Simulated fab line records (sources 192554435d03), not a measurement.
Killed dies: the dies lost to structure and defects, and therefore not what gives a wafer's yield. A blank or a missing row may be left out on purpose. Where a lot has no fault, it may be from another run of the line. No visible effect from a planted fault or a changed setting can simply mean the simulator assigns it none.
fab line records	flow n5Finfet
record: lots: 24	wafers: 72	lastDay: 17
route steps=1938 shown BEOL_M3@966
lots that met no fault: taken from a fault-free run of the same line
startH: start of the lot's first displayed wafer, in hours after the record's first day	waitH: how many hours have passed since the lot's step before this one	" repeats the value in the row above	L1.1+2: a single row standing in for several wafers	- no value, or no start given	* or withheld: withheld	< > ~ a bound
route shown NAME@n: a module of which the file shows steps, and the number in the route of the first	usual: mean and standard deviation over wafers with no fault	same: alike in all rows	chamber/n: place in a boat	sites: readings site by site	_std_site: standard deviation across them	_edge_site: the outer-site mean with the inner-site mean subtracted	radiusMm: how far each site lies from the wafer's centre	mask NAME#n: copy n	behind: the most recent tool/chamber to have shaped the wafer	hold: why the lot was held/for how many hours/how that ended	device: whichever transistor did not switch (one of n, p or np)	end of line: tests of these same wafers at the route's end	for a step that has no rows: nothing shown but its recipe	killed: dies that structure and defects cost at the first sort, which is not the same as the wafer's yield	map: the dies of a wafer, with x for killed, . for not killed, _ for no die there
set.NAME: the setting as run; set.NAME@STEP: as run at that earlier step	model.NAME: the simulator's own value behind a step, which no gauge read
a sample of lots followed through the steps of the route, with each step as a table and each wafer as a row
services: when a tool's chamber went out of use (startH, in hours from the record's first day, below 0 if earlier), for how many hours, and the reason
== steps ==
step: N5_BEOL_M3_CD_MEAS_28
recipe: targetCdNm: 25.7	landingEnergyEv: 500	detector: seInlens	targetCdYNm: 23.3	polarity: opening
usual: cdNm: 25.69/0.25
lot.wafer	tool	chamber	startH	waitH	cdNm
L074.3	cdSem-01	0	145.06	-	26.20
L074.4	"	0	"	"	25.43
L074.5	"	0	"	"	25.46
L075.2	cdSem-02	0	149.25	-	25.45
L075.4	"	0	"	"	25.26
L075.6	"	0	"	"	25.75
L077.1	cdSem-01	0	159.19	-	25.16
L077.2	"	0	"	"	25.87
L077.5	"	0	"	"	25.68
L076.2	cdSem-01	0	159.50	-	25.61
L076.5	"	0	"	"	25.18
L076.6	"	0	"	"	26.06
L078.1	cdSem-03	0	163.61	-	25.90
L078.2	"	0	"	"	25.93
L078.6	"	0	"	"	25.74
L080.1	cdSem-02	0	172.65	-	25.66
L080.3	"	0	"	"	25.75
L080.5	"	0	"	"	25.63
L079.1	cdSem-02	0	179.93	-	25.67
L079.4	"	0	"	"	25.88
L079.5	"	0	"	"	25.84
L081.2	cdSem-02	0	187.71	-	25.69
L081.4	"	0	"	"	25.67
L081.6	"	0	"	"	25.42
L082.1	cdSem-03	0	195.88	-	25.96
L082.2	"	0	"	"	25.82
L082.6	"	0	"	"	25.53
L083.3	cdSem-03	0	206.16	-	26.12
L083.5	"	0	"	"	26.17
L083.6	"	0	"	"	26.20
L085.1	cdSem-01	0	208.64	-	25.25
L085.3	"	0	"	"	25.72
L085.6	"	0	"	"	25.51
L084.2	cdSem-03	0	208.71	-	25.56
L084.3	"	0	"	"	25.61
L084.6	"	0	"	"	25.63
L086.1	cdSem-03	0	215.04	-	25.95
L086.2	"	0	"	"	25.78
L086.5	"	0	"	"	25.77
L087.1	cdSem-02	0	223.07	-	25.83
L087.4	"	0	"	"	25.98
L087.6	"	0	"	"	25.75
L089.2	cdSem-02	0	229.44	-	25.55
L089.5	"	0	"	"	25.87
L089.6	"	0	"	"	25.64
L088.1	cdSem-03	0	229.67	-	25.86
L088.3	"	0	"	"	25.49
L088.6	"	0	"	"	25.83
L090.2	cdSem-03	0	240.53	-	25.81
L090.5	"	0	"	"	25.41
L090.6	"	0	"	"	25.99
L091.4	cdSem-01	0	248.92	-	25.87
L091.5	"	0	"	"	25.43
L091.6	"	0	"	"	25.52
L092.2	cdSem-02	0	262.48	-	25.87
L092.3	"	0	"	"	25.49
L092.5	"	0	"	"	25.75
L093.3	cdSem-02	0	263.25	-	25.42
L093.5	"	0	"	"	25.58
L093.6	"	0	"	"	25.16
L094.1	cdSem-02	0	263.47	-	26.11
L094.3	"	0	"	"	25.94
L094.5	"	0	"	"	25.71
L096.3	cdSem-01	0	277.10	-	25.44
L096.5	"	0	"	"	25.96
L096.6	"	0	"	"	25.66
L095.3	cdSem-02	0	277.66	-	25.81
L095.4	"	0	"	"	25.85
L095.5	"	0	"	"	25.62
L097.1	cdSem-02	0	283.55	-	25.51
L097.2	"	0	"	"	25.93
L097.6	"	0	"	"	25.73
step: N5_BEOL_M3_SPUTTER_79
recipe: material: Cu	targetThkA: 45	tempC: -20	chamberPressurePa: 0.07	powerW: withheld	timeS: 8.29
usual: throttleValvePct: 30.0/0.94
same: timeS: 8.29
lot.wafer	tool	chamber	startH	waitH	throttleValvePct
L074.3	pvdSputter-02	-	149.32	0.1	30.3
L074.4	"	-	"	"	31.3
L074.5	"	-	"	"	30.4
L075.2	pvdSputter-01	-	153.30	0.1	30.5
L075.4	"	-	"	"	29.4
L075.6	"	-	"	"	31.0
L077.1	pvdSputter-03	-	162.99	0.1	30.1
L077.2	"	-	"	"	28.3
L077.5	"	-	"	"	30.0
L076.2	pvdSputter-02	-	163.56	0.1	30.9
L076.5	"	-	"	"	29.3
L076.6	"	-	"	"	31.5
L078.1	pvdSputter-01	-	166.21	0.1	29.0
L078.2	"	-	"	"	31.6
L078.6	"	-	"	"	29.4
L080.1	pvdSputter-01	-	175.01	0.1	31.1
L080.3	"	-	"	"	31.3
L080.5	"	-	"	"	31.4
L079.1	pvdSputter-01	-	183.47	0.1	29.3
L079.4	"	-	"	"	31.1
L079.5	"	-	"	"	29.0
L081.2	pvdSputter-03	-	195.98	0.1	30.1
L081.4	"	-	"	"	28.2
L081.6	"	-	"	"	29.9
L082.1	pvdSputter-03	-	199.53	0.1	29.6
L082.2	"	-	"	"	28.3
L082.6	"	-	"	"	30.2
L083.3	pvdSputter-02	-	208.43	0.1	30.7
L083.5	"	-	"	"	30.9
L083.6	"	-	"	"	30.7
L085.1	pvdSputter-03	-	211.99	0.1	30.4
L085.3	"	-	"	"	29.5
L085.6	"	-	"	"	30.2
L084.2	pvdSputter-02	-	212.23	0.1	29.5
L084.3	"	-	"	"	31.5
L084.6	"	-	"	"	31.1
L086.1	pvdSputter-03	-	219.68	0.1	29.9
L086.2	"	-	"	"	30.3
L086.5	"	-	"	"	30.1
L087.1	pvdSputter-03	-	228.83	0.1	30.3
L087.4	"	-	"	"	28.4
L087.6	"	-	"	"	30.2
L089.2	pvdSputter-03	-	231.46	0.1	29.8
L089.5	"	-	"	"	30.3
L089.6	"	-	"	"	28.4
L088.1	pvdSputter-02	-	231.71	0.1	30.8
L088.3	"	-	"	"	31.5
L088.6	"	-	"	"	30.8
L090.2	pvdSputter-02	-	245.25	0.1	30.5
L090.5	"	-	"	"	31.1
L090.6	"	-	"	"	29.6
L091.4	pvdSputter-01	-	250.77	0.1	29.1
L091.5	"	-	"	"	31.0
L091.6	"	-	"	"	31.2
L092.2	pvdSputter-03	-	267.30	0.1	30.1
L092.3	"	-	"	"	29.5
L092.5	"	-	"	"	30.1
L093.3	pvdSputter-02	-	267.37	0.1	30.5
L093.5	"	-	"	"	30.8
L093.6	"	-	"	"	30.7
L094.1	pvdSputter-03	-	274.54	0.1	30.2
L094.3	"	-	"	"	29.7
L094.5	"	-	"	"	30.0
L095.3	pvdSputter-01	-	280.49	0.1	30.8
L095.4	"	-	"	"	31.6
L095.5	"	-	"	"	30.9
L096.3	pvdSputter-03	-	282.70	0.1	28.7
L096.5	"	-	"	"	29.8
L096.6	"	-	"	"	30.0
L097.1	pvdSputter-02	-	286.22	0.1	31.7
L097.2	"	-	"	"	29.5
L097.6	"	-	"	"	29.6
step: N5_BEOL_M3_ANNEAL_91
recipe: tempC: 400	timeS: 240	ambient: vacuum
usual: heaterPowerW: 806/66
same: timeS: 240
lot.wafer	tool	chamber	startH	waitH	heaterPowerW
L074.3	pvdSputter-02	-	150.28	0.0	711
L074.4	"	-	"	"	863
L074.5	"	-	"	"	713
L075.2	pvdSputter-01	-	154.34	0.0	776
L075.4	"	-	"	"	811
L075.6	"	-	"	"	751
L077.1	pvdSputter-03	-	163.95	0.0	781
L077.2	"	-	"	"	811
L077.5	"	-	"	"	766
L076.2	pvdSputter-02	-	164.52	0.0	770
L076.5	"	-	"	"	881
L076.6	"	-	"	"	826
L078.1	pvdSputter-01	-	167.17	0.0	895
L078.2	"	-	"	"	943
L078.6	"	-	"	"	817
L080.1	pvdSputter-01	-	175.97	0.0	771
L080.3	"	-	"	"	964
L080.5	"	-	"	"	963
L079.1	pvdSputter-01	-	184.43	0.0	789
L079.4	"	-	"	"	787
L079.5	"	-	"	"	896
L081.2	pvdSputter-03	-	196.94	0.0	780
L081.4	"	-	"	"	829
L081.6	"	-	"	"	794
L082.1	pvdSputter-03	-	200.49	0.0	854
L082.2	"	-	"	"	831
L082.6	"	-	"	"	709
L083.3	pvdSputter-02	-	209.39	0.0	709
L083.5	"	-	"	"	787
L083.6	"	-	"	"	716
L085.1	pvdSputter-03	-	212.95	0.0	732
L085.3	"	-	"	"	839
L085.6	"	-	"	"	773
L084.2	pvdSputter-02	-	213.19	0.0	861
L084.3	"	-	"	"	829
L084.6	"	-	"	"	781
L086.1	pvdSputter-03	-	222.29	0.0	764
L086.2	"	-	"	"	709
L086.5	"	-	"	"	779
L087.1	pvdSputter-03	-	229.79	0.0	779
L087.4	"	-	"	"	807
L087.6	"	-	"	"	721
L089.2	pvdSputter-03	-	232.42	0.0	789
L089.5	"	-	"	"	709
L089.6	"	-	"	"	812
L088.1	pvdSputter-02	-	232.67	0.0	778
L088.3	"	-	"	"	834
L088.6	"	-	"	"	778
L090.2	pvdSputter-02	-	246.21	0.0	703
L090.5	"	-	"	"	754
L090.6	"	-	"	"	879
L091.4	pvdSputter-01	-	251.73	0.0	896
L091.5	"	-	"	"	771
L091.6	"	-	"	"	968
L092.2	pvdSputter-03	-	268.26	0.0	719
L092.3	"	-	"	"	835
L092.5	"	-	"	"	717
L093.3	pvdSputter-02	-	268.33	0.0	714
L093.5	"	-	"	"	788
L093.6	"	-	"	"	719
L094.1	pvdSputter-03	-	275.50	0.0	770
L094.3	"	-	"	"	814
L094.5	"	-	"	"	797
L095.3	pvdSputter-01	-	281.45	0.0	753
L095.4	"	-	"	"	963
L095.5	"	-	"	"	785
L096.3	pvdSputter-03	-	283.66	0.0	815
L096.5	"	-	"	"	821
L096.6	"	-	"	"	706
L097.1	pvdSputter-02	-	287.18	0.0	814
L097.2	"	-	"	"	843
L097.6	"	-	"	"	869
step: N5_BEOL_M3_SPUTTER_92
recipe: material: Cu	targetThkA: 45	tempC: -20	chamberPressurePa: 0.07	powerW: withheld	timeS: 8.29
usual: throttleValvePct: 30.0/0.98
same: timeS: 8.29
lot.wafer	tool	chamber	startH	waitH	throttleValvePct
L074.3	pvdSputter-02	-	150.42	0.1	30.6
L074.4	"	-	"	"	31.2
L074.5	"	-	"	"	30.6
L075.2	pvdSputter-01	-	154.49	0.1	30.9
L075.4	"	-	"	"	29.3
L075.6	"	-	"	"	31.3
L077.1	pvdSputter-03	-	164.09	0.1	29.9
L077.2	"	-	"	"	28.5
L077.5	"	-	"	"	30.1
L076.2	pvdSputter-02	-	164.66	0.1	31.0
L076.5	"	-	"	"	29.4
L076.6	"	-	"	"	31.2
L078.1	pvdSputter-01	-	167.31	0.1	29.0
L078.2	"	-	"	"	31.3
L078.6	"	-	"	"	29.0
L080.1	pvdSputter-01	-	176.11	0.1	31.1
L080.3	"	-	"	"	31.5
L080.5	"	-	"	"	31.5
L079.1	pvdSputter-01	-	184.57	0.1	29.1
L079.4	"	-	"	"	31.3
L079.5	"	-	"	"	28.7
L081.2	pvdSputter-03	-	197.08	0.1	30.2
L081.4	"	-	"	"	28.3
L081.6	"	-	"	"	29.9
L082.1	pvdSputter-03	-	200.63	0.1	29.8
L082.2	"	-	"	"	28.3
L082.6	"	-	"	"	30.5
L083.3	pvdSputter-02	-	209.53	0.1	30.6
L083.5	"	-	"	"	31.0
L083.6	"	-	"	"	30.7
L085.1	pvdSputter-03	-	213.09	0.1	30.4
L085.3	"	-	"	"	29.8
L085.6	"	-	"	"	30.1
L084.2	pvdSputter-02	-	213.33	0.1	29.4
L084.3	"	-	"	"	31.4
L084.6	"	-	"	"	31.1
L086.1	pvdSputter-03	-	222.43	0.1	30.0
L086.2	"	-	"	"	30.0
L086.5	"	-	"	"	29.7
L087.1	pvdSputter-03	-	229.93	0.1	30.0
L087.4	"	-	"	"	28.3
L087.6	"	-	"	"	30.2
L089.2	pvdSputter-03	-	232.56	0.1	29.5
L089.5	"	-	"	"	30.2
L089.6	"	-	"	"	28.3
L088.1	pvdSputter-02	-	232.81	0.1	31.0
L088.3	"	-	"	"	31.3
L088.6	"	-	"	"	30.9
L090.2	pvdSputter-02	-	246.35	0.1	30.5
L090.5	"	-	"	"	31.3
L090.6	"	-	"	"	29.4
L091.4	pvdSputter-01	-	251.87	0.1	29.0
L091.5	"	-	"	"	31.0
L091.6	"	-	"	"	31.4
L092.2	pvdSputter-03	-	268.40	0.1	30.1
L092.3	"	-	"	"	29.7
L092.5	"	-	"	"	30.4
L093.3	pvdSputter-02	-	268.47	0.1	30.7
L093.5	"	-	"	"	30.7
L093.6	"	-	"	"	30.4
L094.1	pvdSputter-03	-	275.64	0.1	30.3
L094.3	"	-	"	"	29.4
L094.5	"	-	"	"	30.3
L095.3	pvdSputter-01	-	281.59	0.1	31.2
L095.4	"	-	"	"	31.5
L095.5	"	-	"	"	31.2
L096.3	pvdSputter-03	-	283.80	0.1	28.4
L096.5	"	-	"	"	29.5
L096.6	"	-	"	"	29.9
L097.1	pvdSputter-02	-	287.32	0.1	31.2
L097.2	"	-	"	"	29.6
L097.6	"	-	"	"	29.5
step: N5_BEOL_M3_ANNEAL_93
recipe: tempC: 400	timeS: 240	ambient: vacuum
usual: heaterPowerW: 805/66
same: timeS: 240
lot.wafer	tool	chamber	startH	waitH	heaterPowerW
L074.3	pvdSputter-02	-	150.50	0.0	722
L074.4	"	-	"	"	814
L074.5	"	-	"	"	693
L075.2	pvdSputter-01	-	154.57	0.0	753
L075.4	"	-	"	"	821
L075.6	"	-	"	"	754
L077.1	pvdSputter-03	-	164.17	0.0	775
L077.2	"	-	"	"	804
L077.5	"	-	"	"	784
L076.2	pvdSputter-02	-	164.74	0.0	776
L076.5	"	-	"	"	871
L076.6	"	-	"	"	836
L078.1	pvdSputter-01	-	167.39	0.0	906
L078.2	"	-	"	"	971
L078.6	"	-	"	"	796
L080.1	pvdSputter-01	-	176.19	0.0	754
L080.3	"	-	"	"	971
L080.5	"	-	"	"	932
L079.1	pvdSputter-01	-	184.65	0.0	808
L079.4	"	-	"	"	756
L079.5	"	-	"	"	904
L081.2	pvdSputter-03	-	197.16	0.0	778
L081.4	"	-	"	"	820
L081.6	"	-	"	"	773
L082.1	pvdSputter-03	-	200.71	0.0	825
L082.2	"	-	"	"	819
L082.6	"	-	"	"	692
L083.3	pvdSputter-02	-	209.61	0.0	703
L083.5	"	-	"	"	769
L083.6	"	-	"	"	718
L085.1	pvdSputter-03	-	213.17	0.0	710
L085.3	"	-	"	"	830
L085.6	"	-	"	"	775
L084.2	pvdSputter-02	-	213.41	0.0	865
L084.3	"	-	"	"	832
L084.6	"	-	"	"	793
L086.1	pvdSputter-03	-	222.51	0.0	788
L086.2	"	-	"	"	720
L086.5	"	-	"	"	783
L087.1	pvdSputter-03	-	230.01	0.0	760
L087.4	"	-	"	"	815
L087.6	"	-	"	"	703
L089.2	pvdSputter-03	-	232.64	0.0	837
L089.5	"	-	"	"	700
L089.6	"	-	"	"	803
L088.1	pvdSputter-02	-	232.89	0.0	772
L088.3	"	-	"	"	832
L088.6	"	-	"	"	791
L090.2	pvdSputter-02	-	246.43	0.0	746
L090.5	"	-	"	"	784
L090.6	"	-	"	"	864
L091.4	pvdSputter-01	-	251.95	0.0	879
L091.5	"	-	"	"	762
L091.6	"	-	"	"	961
L092.2	pvdSputter-03	-	268.48	0.0	700
L092.3	"	-	"	"	826
L092.5	"	-	"	"	710
L093.3	pvdSputter-02	-	268.55	0.0	723
L093.5	"	-	"	"	770
L093.6	"	-	"	"	715
L094.1	pvdSputter-03	-	275.72	0.0	800
L094.3	"	-	"	"	842
L094.5	"	-	"	"	774
L095.3	pvdSputter-01	-	281.67	0.0	764
L095.4	"	-	"	"	941
L095.5	"	-	"	"	776
L096.3	pvdSputter-03	-	283.88	0.0	817
L096.5	"	-	"	"	828
L096.6	"	-	"	"	708
L097.1	pvdSputter-02	-	287.40	0.0	831
L097.2	"	-	"	"	851
L097.6	"	-	"	"	864
step: N5_BEOL_M3_SPUTTER_94
recipe: material: Cu	targetThkA: 45	tempC: -20	chamberPressurePa: 0.07	powerW: withheld	timeS: 8.29
usual: throttleValvePct: 30.0/0.97
same: timeS: 8.29
lot.wafer	tool	chamber	startH	waitH	throttleValvePct
L074.3	pvdSputter-02	-	150.64	0.1	30.7
L074.4	"	-	"	"	31.7
L074.5	"	-	"	"	30.4
L075.2	pvdSputter-01	-	154.73	0.1	30.9
L075.4	"	-	"	"	29.5
L075.6	"	-	"	"	30.9
L077.1	pvdSputter-03	-	164.31	0.1	29.9
L077.2	"	-	"	"	28.5
L077.5	"	-	"	"	30.1
L076.2	pvdSputter-02	-	164.88	0.1	31.0
L076.5	"	-	"	"	29.4
L076.6	"	-	"	"	31.5
L078.1	pvdSputter-01	-	167.53	0.1	29.0
L078.2	"	-	"	"	31.4
L078.6	"	-	"	"	29.1
L080.1	pvdSputter-01	-	176.33	0.1	31.0
L080.3	"	-	"	"	31.5
L080.5	"	-	"	"	31.3
L079.1	pvdSputter-01	-	184.79	0.1	29.3
L079.4	"	-	"	"	31.1
L079.5	"	-	"	"	29.2
L081.2	pvdSputter-03	-	197.30	0.1	29.9
L081.4	"	-	"	"	28.4
L081.6	"	-	"	"	30.1
L082.1	pvdSputter-03	-	200.85	0.1	29.6
L082.2	"	-	"	"	28.4
L082.6	"	-	"	"	30.2
L083.3	pvdSputter-02	-	209.75	0.1	30.2
L083.5	"	-	"	"	30.9
L083.6	"	-	"	"	30.4
L085.1	pvdSputter-03	-	213.31	0.1	30.1
L085.3	"	-	"	"	29.5
L085.6	"	-	"	"	29.9
L084.2	pvdSputter-02	-	213.55	0.1	29.2
L084.3	"	-	"	"	31.5
L084.6	"	-	"	"	30.8
L086.1	pvdSputter-03	-	222.65	0.1	30.0
L086.2	"	-	"	"	30.2
L086.5	"	-	"	"	30.1
L087.1	pvdSputter-03	-	230.15	0.1	30.0
L087.4	"	-	"	"	28.5
L087.6	"	-	"	"	30.5
L089.2	pvdSputter-03	-	232.78	0.1	29.6
L089.5	"	-	"	"	30.2
L089.6	"	-	"	"	28.4
L088.1	pvdSputter-02	-	233.03	0.1	31.0
L088.3	"	-	"	"	31.3
L088.6	"	-	"	"	31.1
L090.2	pvdSputter-02	-	246.57	0.1	30.5
L090.5	"	-	"	"	30.8
L090.6	"	-	"	"	29.6
L091.4	pvdSputter-01	-	252.09	0.1	29.2
L091.5	"	-	"	"	31.1
L091.6	"	-	"	"	31.8
L092.2	pvdSputter-03	-	268.62	0.1	30.1
L092.3	"	-	"	"	29.8
L092.5	"	-	"	"	30.1
L093.3	pvdSputter-02	-	268.69	0.1	30.5
L093.5	"	-	"	"	30.8
L093.6	"	-	"	"	30.7
L094.1	pvdSputter-03	-	275.86	0.1	30.2
L094.3	"	-	"	"	29.5
L094.5	"	-	"	"	30.4
L095.3	pvdSputter-01	-	281.81	0.1	31.2
L095.4	"	-	"	"	31.6
L095.5	"	-	"	"	31.1
L096.3	pvdSputter-03	-	284.02	0.1	28.5
L096.5	"	-	"	"	29.4
L096.6	"	-	"	"	30.1
L097.1	pvdSputter-02	-	287.54	0.1	31.5
L097.2	"	-	"	"	29.4
L097.6	"	-	"	"	29.5
== services ==
tool	chamber	startH	hours	kind
pvdSputter-01	-	144.28	0.7	repair
pvdSputter-02	-	177.09	4.0	repair
== key ==
fault none
